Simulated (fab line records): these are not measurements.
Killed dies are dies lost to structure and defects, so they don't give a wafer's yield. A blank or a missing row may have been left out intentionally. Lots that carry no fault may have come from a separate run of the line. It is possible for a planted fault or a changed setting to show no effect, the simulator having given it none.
Chamber matching | flow n5_finfet | rie_diel-03 running N5_FIN_CUT_ETCH_20: 4 sister chambers
The step etches SiARC in CF4, target depth 26 nm, time 43.3 s. 22 wafers are shown with their chamber, then 11 later ones without.

WAFERS, EACH WITH ITS CHAMBER
wafer  | chamber | drypump_motor_current_A (A) | showerhead_plenum_p_Torr (Torr) | throttle_valve_pct (%)
L075.3 | 2       | 5.6                         | 2.15                            | 15.96
L075.4 | 2       | 5.5                         | 2.15                            | 15.96
L075.5 | 1       | 5.7                         | 2.12                            | 16.04
L077.1 | 2       | 5.6                         | 2.15                            | 15.98
L077.4 | 3       | 5.0                         | 2.06                            | 15.72
L077.6 | 2       | 5.6                         | 2.15                            | 15.98
L078.3 | 1       | 5.7                         | 2.12                            | 16.07
L078.5 | 1       | 5.7                         | 2.12                            | 16.08
L078.6 | 3       | 5.0                         | 2.06                            | 15.72
L079.1 | 0       | 6.0                         | 2.17                            | 15.90
L079.2 | 3       | 5.0                         | 2.06                            | 15.74
L079.6 | 3       | 5.0                         | 2.06                            | 15.72
L083.1 | 1       | 5.6                         | 2.11                            | 16.07
L083.2 | 2       | 5.5                         | 2.15                            | 16.02
L083.6 | 1       | 5.6                         | 2.11                            | 16.09
L084.3 | 2       | 5.6                         | 2.15                            | 16.01
L084.5 | 2       | 5.6                         | 2.15                            | 16.02
L084.6 | 1       | 5.7                         | 2.11                            | 16.08
L087.1 | 0       | 6.0                         | 2.17                            | 15.42
L087.3 | 3       | 5.0                         | 2.05                            | 15.76
L087.4 | 2       | 5.6                         | 2.14                            | 15.99
L088.1 | 2       | 5.5                         | 2.14                            | 16.02

SIGNATURES, as means of the wafers listed above
reading                  | chamber 0 | chamber 1 | chamber 2 | chamber 3 | scatter within a chamber
drypump_motor_current_A  | 6.000     | 5.667     | 5.567     | 5.000     | 0.043
showerhead_plenum_p_Torr | 2.1700    | 2.1150    | 2.1478    | 2.0580    | 0.00463
throttle_valve_pct       | 15.6600   | 16.0717   | 15.9933   | 15.7320   | 0.0827
Rule: a wafer lies at a distance from a chamber equal to the root of the sum of squares, over the readings, of (its reading less the chamber's mean, divided by the reading's scatter). The wafer belongs to the nearest chamber; if the next one is less than 2 further off, it can't be placed. The scatter is the square root of a quotient: the sum, over the shown wafers, of each reading's squared deviation from its chamber's mean, divided by wafers minus chambers.

WAFERS WITHOUT THEIR CHAMBER
wafer  | drypump_motor_current_A (A) | showerhead_plenum_p_Torr (Torr) | throttle_valve_pct (%)
L088.4 | 5.6                         | 2.14                            | 16.01
L088.5 | 6.0                         | 2.17                            | 15.42
L090.3 | 5.0                         | 2.05                            | 15.77
L090.4 | 6.0                         | 2.17                            | 15.41
L090.6 | 6.0                         | 2.16                            | 15.41
L091.2 | 5.0                         | 2.05                            | 15.78
L091.3 | 6.0                         | 2.16                            | 15.44
L091.6 | 5.6                         | 2.14                            | 16.03
L096.3 | 5.7                         | 2.11                            | 16.11
L096.5 | 6.0                         | 2.16                            | 15.46
L096.6 | 5.0                         | 2.05                            | 15.79

THE CHAMBER EACH PASSED THROUGH
wafer  | from the rows above | in truth
L088.4 | 2                   | 2
L088.5 | 0                   | 0
L090.3 | 3                   | 3
L090.4 | 0                   | 0
L090.6 | 0                   | 0
L091.2 | 3                   | 3
L091.3 | 0                   | 0
L091.6 | 2                   | 2
L096.3 | 1                   | 1
L096.5 | 0                   | 0
L096.6 | 3                   | 3
Correct placement for 11 of the 11. From these rows, 0 cannot be placed. 0 placed wrongly.
